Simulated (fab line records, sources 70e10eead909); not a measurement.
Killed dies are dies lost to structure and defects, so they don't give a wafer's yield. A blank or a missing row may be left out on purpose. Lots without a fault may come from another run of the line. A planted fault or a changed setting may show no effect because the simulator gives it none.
Chamber matching | flow nand_harc | NHARC_P_GATE_ETCH_104 on rie_diel-03: 4 sister chambers
The step etches the open film in CF4/CHF3, target depth 60 nm. 4 wafers are shown with their chamber, then 9 later ones without.

WAFERS WITH THEIR CHAMBER
wafer  | chamber | drypump_motor_current_A (A)
L087.4 | 3       | 4.8
L091.3 | 0       | 5.0
L091.5 | 2       | 5.7
L091.6 | 1       | 6.1

WAFERS WITHOUT THEIR CHAMBER
wafer  | drypump_motor_current_A (A)
L095.2 | 6.1
L095.3 | 4.8
L095.6 | 6.1
L096.1 | 6.1
L096.3 | 5.1
L096.6 | 6.1
L097.2 | 5.0
L097.5 | 5.0
L097.6 | 6.1

WHICH CHAMBER EACH WENT THROUGH
wafer  | from the rows above | in truth
L095.2 | 1                   | 1
L095.3 | 3                   | 3
L095.6 | 1                   | 1
L096.1 | 1                   | 1
L096.3 | 0                   | 0
L096.6 | 1                   | 1
L097.2 | 0                   | 0
L097.5 | 0                   | 0
L097.6 | 1                   | 1
Placed correctly: 9 of 9. Can't be placed from these rows: 0. Placed wrongly: 0.
How it was worked out, from the rows above alone: a wafer's distance from a chamber is the root of the sum, over the readings, of the square of ((its reading less the chamber's mean) divided by the reading's scatter). The wafer belongs to the nearest chamber; if the next one is less than 2 further off, it can't be placed. A chamber's mean is the mean of its shown wafers. The scatter: with one shown wafer a chamber, the root of the mean of the squares of how far each hidden wafer lies from its nearest shown one.
